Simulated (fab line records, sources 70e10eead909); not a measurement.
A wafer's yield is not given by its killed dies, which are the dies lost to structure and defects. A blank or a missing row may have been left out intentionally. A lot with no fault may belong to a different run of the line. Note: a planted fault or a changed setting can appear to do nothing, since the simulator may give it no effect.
Which tool did it? + flow nandHarc + 72 wafers from 24 lots sampled at 5 of the route's 1302 steps

== WHAT THE GAUGES READ, wafer by wafer ==
NHARC_P_CONTACT_CD_MEAS_19.
| lot  | measured     | on       | cdNm (nm)      |
|------|--------------|----------|----------------|
| L074 | day 6 09:20  | cdSem-01 | 89.6 88.6 91.9 |
| L075 | day 6 14:17  | cdSem-02 | 89.1 90.7 89.9 |
| L076 | day 7 03:50  | cdSem-01 | 88.2 88.5 89.6 |
| L077 | day 7 10:48  | cdSem-02 | 90.6 91.2 93.1 |
| L078 | day 7 21:13  | cdSem-03 | 87.7 89.0 92.1 |
| L079 | day 7 22:22  | cdSem-02 | 89.4 92.5 92.5 |
| L080 | day 8 08:13  | cdSem-01 | 89.2 92.6 88.5 |
| L081 | day 9 01:39  | cdSem-03 | 91.3 90.4 90.5 |
| L082 | day 9 04:16  | cdSem-03 | 90.7 89.3 87.7 |
| L083 | day 10 00:00 | cdSem-01 | 87.1 88.8 89.6 |
| L084 | day 10 03:33 | cdSem-02 | 87.4 89.2 89.7 |
| L085 | day 10 16:20 | cdSem-03 | 90.3 90.2 89.9 |
| L086 | day 10 20:28 | cdSem-03 | 85.8 88.2 93.1 |
| L087 | day 11 18:02 | cdSem-03 | 87.5 90.6 91.2 |
| L088 | day 12 06:04 | cdSem-03 | 92.7 90.0 92.5 |
| L089 | day 12 11:49 | cdSem-03 | 91.8 88.0 89.7 |
| L090 | day 13 07:05 | cdSem-02 | 92.5 92.1 92.8 |
| L091 | day 13 07:38 | cdSem-03 | 89.0 88.9 88.8 |
| L092 | day 13 16:20 | cdSem-03 | 88.0 90.7 89.9 |
| L093 | day 14 00:20 | cdSem-02 | 89.8 87.2 87.9 |
| L094 | day 14 22:07 | cdSem-02 | 89.6 86.6 91.4 |
| L095 | day 14 21:59 | cdSem-01 | 85.1 89.1 88.6 |
| L096 | day 15 00:05 | cdSem-01 | 87.9 89.0 85.5 |
| L097 | day 15 12:31 | cdSem-03 | 89.7 90.4 88.4 |

== EACH LOT AND THE TOOL THAT RAN IT (in order: tool; ch and the chambers of the sampled wafers; start) ==
| lot  | NHARC_P_ZERO_WELL_DESCUM_26       | NHARC_P_STI_ETCH_15             | NHARC_P_GATE_HM_DEP_102      | NHARC_P_GATE_RTA_80             |
|------|-----------------------------------|---------------------------------|------------------------------|---------------------------------|
| L074 | rieDiel-03 ch 2,3, day 1 22:41    | rieSi-04 ch 0,1,3, day 2 23:19  | aclDep-02 ch 0, day 5 08:34  | rtpAnneal-01 ch 0, day 6 06:00  |
| L075 | rieDiel-02 ch 1,2, day 2 08:30    | rieSi-04 ch 1,2,3, day 3 09:38  | aclDep-01 ch 0, day 5 15:32  | rtpAnneal-02 ch 0, day 6 11:07  |
| L076 | rieDiel-03 ch 0,3, day 2 18:37    | rieSi-06 ch 0,3, day 3 20:02    | aclDep-01 ch 0, day 6 05:05  | rtpAnneal-01 ch 0, day 7 00:07  |
| L077 | rieDiel-03 ch 1,2, day 3 04:45    | rieSi-04 ch 0,2, day 4 03:29    | aclDep-03 ch 0, day 6 12:28  | rtpAnneal-01 ch 0, day 7 07:35  |
| L078 | rieDiel-03 ch 0,1,2, day 3 14:38  | rieSi-01 ch 0,2,3, day 4 12:30  | aclDep-03 ch 0, day 6 19:13  | rtpAnneal-01 ch 0, day 7 18:02  |
| L079 | rieDiel-06 ch 0,1,3, day 4 00:34  | rieSi-01 ch 0,1,2, day 4 21:54  | aclDep-03 ch 0, day 6 22:05  | rtpAnneal-01 ch 0, day 7 19:03  |
| L080 | rieDiel-02 ch 0,1,2, day 4 11:02  | rieSi-01 ch 0,1,2, day 5 07:40  | aclDep-03 ch 0, day 7 09:52  | rtpAnneal-02 ch 0, day 8 04:53  |
| L081 | rieDiel-06 ch 0,1,3, day 4 20:46  | rieSi-06 ch 1,2,3, day 5 17:52  | aclDep-03 ch 0, day 7 22:58  | rtpAnneal-02 ch 0, day 8 22:20  |
| L082 | rieDiel-03 ch 0,1, day 5 06:47    | rieSi-06 ch 1,2, day 6 02:50    | aclDep-03 ch 0, day 8 05:46  | rtpAnneal-01 ch 0, day 9 00:47  |
| L083 | rieDiel-02 ch 0,1,2, day 5 16:51  | rieSi-06 ch 1,2,3, day 6 13:50  | aclDep-02 ch 0, day 9 01:29  | rtpAnneal-02 ch 0, day 9 20:31  |
| L084 | rieDiel-06 ch 0,3, day 6 02:50    | rieSi-06 ch 1,2,3, day 7 01:23  | aclDep-03 ch 0, day 9 04:56  | rtpAnneal-01 ch 0, day 9 23:58  |
| L085 | rieDiel-02 ch 0,1,2, day 6 12:37  | rieSi-04 ch 0,1,3, day 7 12:06  | aclDep-03 ch 0, day 9 17:05  | rtpAnneal-01 ch 0, day 10 12:34 |
| L086 | rieDiel-02 ch 0,1,2, day 6 22:37  | rieSi-04 ch 1,2,3, day 7 20:11  | aclDep-02 ch 0, day 9 22:01  | rtpAnneal-01 ch 0, day 10 17:08 |
| L087 | rieDiel-03 ch 0,2, day 7 08:31    | rieSi-06 ch 0,2, day 8 06:55    | aclDep-03 ch 0, day 10 16:59 | rtpAnneal-02 ch 0, day 11 14:29 |
| L088 | rieDiel-06 ch 0,3, day 7 18:49    | rieSi-01 ch 0,2, day 8 17:20    | aclDep-03 ch 0, day 11 06:40 | rtpAnneal-02 ch 0, day 12 01:52 |
| L089 | rieDiel-02 ch 2,3, day 8 04:40    | rieSi-06 ch 0,2, day 9 03:18    | aclDep-01 ch 0, day 11 06:40 | rtpAnneal-01 ch 0, day 12 08:28 |
| L090 | rieDiel-02 ch 1,2, day 8 15:26    | rieSi-04 ch 0,1, day 9 17:32    | aclDep-02 ch 0, day 12 07:55 | rtpAnneal-01 ch 0, day 13 03:32 |
| L091 | rieDiel-06 ch 0,2,3, day 9 00:40  | rieSi-01 ch 0,1,2, day 9 17:43  | aclDep-02 ch 0, day 12 07:10 | rtpAnneal-01 ch 0, day 13 04:19 |
| L092 | rieDiel-06 ch 2,3, day 9 10:41    | rieSi-04 ch 0,1,2, day 10 06:49 | aclDep-01 ch 0, day 12 18:04 | rtpAnneal-01 ch 0, day 13 13:05 |
| L093 | rieDiel-06 ch 2,3, day 9 20:49    | rieSi-01 ch 0,1, day 10 23:41   | aclDep-02 ch 0, day 13 01:50 | rtpAnneal-02 ch 0, day 13 20:49 |
| L094 | rieDiel-06 ch 0,2,3, day 10 06:47 | rieSi-01 ch 0,1,3, day 11 12:51 | aclDep-02 ch 0, day 13 22:29 | rtpAnneal-02 ch 0, day 14 18:43 |
| L095 | rieDiel-02 ch 1,2, day 10 16:40   | rieSi-04 ch 1,2, day 11 13:03   | aclDep-02 ch 0, day 13 22:03 | rtpAnneal-01 ch 0, day 14 18:42 |
| L096 | rieDiel-03 ch 0,1,2, day 11 02:44 | rieSi-04 ch 0,1,3, day 11 22:37 | aclDep-01 ch 0, day 14 01:02 | rtpAnneal-02 ch 0, day 14 20:47 |
| L097 | rieDiel-03 ch 0,2, day 11 12:44   | rieSi-01 ch 0,1,3, day 12 09:26 | aclDep-02 ch 0, day 14 14:05 | rtpAnneal-02 ch 0, day 15 09:11 |
- NHARC_P_ZERO_WELL_DESCUM_26: chemistry O2, time 3 s.
- NHARC_P_STI_ETCH_15: etches the open film in HBr/Cl2, target depth 300 nm, time 100.1 s.
- NHARC_P_GATE_HM_DEP_102: deposits aC, target thk 120 nm.
- NHARC_P_GATE_RTA_80: time 30 s.

== AS READ BY THE TOOLS THEMSELVES (means over the sampled wafers that have a number; for cases with no such wafer, the mark the record gives instead) ==
NHARC_P_ZERO_WELL_DESCUM_26.
| lot  | tool       | drypumpMotorCurrentA (A) | oesProductAu (a.u.) | rfVppV (V) | showerheadPlenumPTorr (Torr) | throttleValvePct (%) |
|------|------------|--------------------------|---------------------|------------|------------------------------|----------------------|
| L074 | rieDiel-03 | 5.45                     | 0.993               | 58.1       | 1.97                         | 11.309               |
| L075 | rieDiel-02 | 5.68                     | 1.001               | 57.1       | 1.88                         | 11.312               |
| L076 | rieDiel-03 | 5.49                     | 1.008               | 58.0       | 1.89                         | 11.315               |
| L077 | rieDiel-03 | 5.54                     | 0.984               | 57.5       | 1.91                         | 11.312               |
| L078 | rieDiel-03 | 5.47                     | 0.995               | 57.3       | 1.85                         | 11.313               |
| L079 | rieDiel-06 | 5.40                     | 1.009               | 58.4       | 1.89                         | 11.313               |
| L080 | rieDiel-02 | 5.76                     | 1.002               | 58.1       | 1.88                         | 11.314               |
| L081 | rieDiel-06 | 5.38                     | 1.003               | 57.5       | 1.89                         | 11.324               |
| L082 | rieDiel-03 | 5.62                     | 0.995               | 57.4       | 1.78                         | 11.314               |
| L083 | rieDiel-02 | 5.75                     | 1.003               | 57.5       | 1.88                         | 11.319               |
| L084 | rieDiel-06 | 5.32                     | 0.986               | 57.2       | 1.84                         | 11.304               |
| L085 | rieDiel-02 | 5.75                     | 1.007               | 57.9       | 1.88                         | 11.310               |
| L086 | rieDiel-02 | 5.74                     | 1.001               | 57.6       | 1.87                         | 11.316               |
| L087 | rieDiel-03 | 5.29                     | 0.974               | 57.9       | 1.86                         | 11.307               |
| L088 | rieDiel-06 | 5.33                     | 0.991               | 58.2       | 2.04                         | 11.299               |
| L089 | rieDiel-02 | 5.45                     | 0.990               | 58.7       | 1.97                         | 11.312               |
| L090 | rieDiel-02 | 5.79                     | 0.994               | 57.3       | 1.94                         | 11.326               |
| L091 | rieDiel-06 | 5.45                     | 0.992               | 58.2       | 1.96                         | 11.315               |
| L092 | rieDiel-06 | 5.76                     | 0.998               | 57.6       | 1.93                         | 11.309               |
| L093 | rieDiel-06 | 5.59                     | 1.003               | 57.5       | 1.89                         | 11.311               |
| L094 | rieDiel-06 | 5.46                     | 0.998               | 57.9       | 1.96                         | 11.314               |
| L095 | rieDiel-02 | 5.78                     | 0.998               | 58.2       | 1.93                         | 11.310               |
| L096 | rieDiel-03 | 5.48                     | 0.980               | 57.9       | 1.94                         | 11.307               |
| L097 | rieDiel-03 | 5.33                     | 0.968               | 57.8       | 1.90                         | 11.311               |

NHARC_P_STI_ETCH_15.
| lot  | tool     | drypumpMotorCurrentA (A) | oesProductAu (a.u.) | throttleValvePct (%) |
|------|----------|--------------------------|---------------------|----------------------|
| L074 | rieSi-04 | 5.8                      | 0.997               | 26.406               |
| L075 | rieSi-04 | 5.8                      | 0.999               | 26.407               |
| L076 | rieSi-06 | 5.8                      | 0.999               | 26.409               |
| L077 | rieSi-04 | 5.8                      | 1.000               | 26.403               |
| L078 | rieSi-01 | 5.4                      | 1.004               | 26.411               |
| L079 | rieSi-01 | 5.5                      | 0.997               | 26.408               |
| L080 | rieSi-01 | 5.5                      | 1.002               | 26.413               |
| L081 | rieSi-06 | 5.5                      | 0.987               | 26.405               |
| L082 | rieSi-06 | 5.5                      | 0.989               | 26.403               |
| L083 | rieSi-06 | 5.5                      | 0.999               | 26.413               |
| L084 | rieSi-06 | 5.5                      | 0.996               | 26.409               |
| L085 | rieSi-04 | 5.8                      | 1.012               | 26.401               |
| L086 | rieSi-04 | 5.8                      | 1.001               | 26.406               |
| L087 | rieSi-06 | 5.7                      | 1.007               | 26.413               |
| L088 | rieSi-01 | 5.4                      | 1.011               | 26.400               |
| L089 | rieSi-06 | 5.7                      | 0.995               | 26.397               |
| L090 | rieSi-04 | 5.8                      | 0.990               | 26.407               |
| L091 | rieSi-01 | 5.5                      | 0.996               | 26.406               |
| L092 | rieSi-04 | 5.8                      | 0.996               | 26.415               |
| L093 | rieSi-01 | 5.8                      | 0.997               | 26.404               |
| L094 | rieSi-01 | 5.8                      | 1.000               | 26.412               |
| L095 | rieSi-04 | 5.8                      | 1.002               | 26.407               |
| L096 | rieSi-04 | 5.8                      | 0.990               | 26.404               |
| L097 | rieSi-01 | 5.8                      | 0.995               | 26.411               |

NHARC_P_GATE_HM_DEP_102.
| lot  | tool      | throttleValvePct (%) |
|------|-----------|----------------------|
| L074 | aclDep-02 | 35.005               |
| L075 | aclDep-01 | 34.995               |
| L076 | aclDep-01 | 35.001               |
| L077 | aclDep-03 | 35.005               |
| L078 | aclDep-03 | 34.997               |
| L079 | aclDep-03 | 35.006               |
| L080 | aclDep-03 | 35.004               |
| L081 | aclDep-03 | 35.002               |
| L082 | aclDep-03 | 35.000               |
| L083 | aclDep-02 | 34.997               |
| L084 | aclDep-03 | 34.998               |
| L085 | aclDep-03 | 35.006               |
| L086 | aclDep-02 | 34.998               |
| L087 | aclDep-03 | 35.000               |
| L088 | aclDep-03 | 34.997               |
| L089 | aclDep-01 | 35.001               |
| L090 | aclDep-02 | 35.001               |
| L091 | aclDep-02 | 34.994               |
| L092 | aclDep-01 | 34.992               |
| L093 | aclDep-02 | 35.006               |
| L094 | aclDep-02 | 35.004               |
| L095 | aclDep-02 | 35.002               |
| L096 | aclDep-01 | 34.998               |
| L097 | aclDep-02 | 35.003               |

NHARC_P_GATE_RTA_80.
| lot  | tool         | annealTempCMax | wafer_temp_C_max |
|------|--------------|----------------|------------------|
| L074 | rtpAnneal-01 | 301.8          | 301.6            |
| L075 | rtpAnneal-02 | 300.7          | 301.8            |
| L076 | rtpAnneal-01 | 301.9          | 301.2            |
| L077 | rtpAnneal-01 | 301.6          | 301.6            |
| L078 | rtpAnneal-01 | 301.4          | 301.5            |
| L079 | rtpAnneal-01 | 301.5          | 301.7            |
| L080 | rtpAnneal-02 | 300.8          | 301.6            |
| L081 | rtpAnneal-02 | 300.6          | 301.8            |
| L082 | rtpAnneal-01 | 302.1          | 301.5            |
| L083 | rtpAnneal-02 | 300.7          | 302.2            |
| L084 | rtpAnneal-01 | 301.8          | 301.5            |
| L085 | rtpAnneal-01 | 301.7          | 301.3            |
| L086 | rtpAnneal-01 | 301.6          | 301.8            |
| L087 | rtpAnneal-02 | 300.7          | 301.7            |
| L088 | rtpAnneal-02 | 300.9          | 302.4            |
| L089 | rtpAnneal-01 | 301.7          | 301.3            |
| L090 | rtpAnneal-01 | 302.2          | 301.5            |
| L091 | rtpAnneal-01 | 301.8          | 301.4            |
| L092 | rtpAnneal-01 | 302.0          | 301.4            |
| L093 | rtpAnneal-02 | 301.0          | 301.8            |
| L094 | rtpAnneal-02 | 300.8          | 301.6            |
| L095 | rtpAnneal-01 | 301.3          | 301.4            |
| L096 | rtpAnneal-02 | 300.9          | 301.9            |
| L097 | rtpAnneal-02 | 301.0          | 301.9            |

== THE ANSWER, worked out from the rows above alone ==
Rule: usual is defined by the lots themselves. Put in order of their means at a reading, lots are off if they are a third of the lots or fewer, leave a main group of 4 or more, and stand apart from it by a gap of 3 or more times the standard deviation of the main group's means; of several such gaps the widest counts. The tables above print the reading to a certain number of digits; a main group whose means all agree to those digits is not used. A lot without any number at a reading at which 4 lots or more have one is off too. The other lots that the step has rows for count as sound. First the gauges in route order, then the tools' own readings, where a lot's mean is used as printed above. At the first step where some lot is off, the reading lying furthest off is the one used; lots without a number count as furthest.
Across all readings shown, no lot is off: no conclusion can be drawn from this.

== WHAT WAS PUT IN BY THE SIMULATOR ==
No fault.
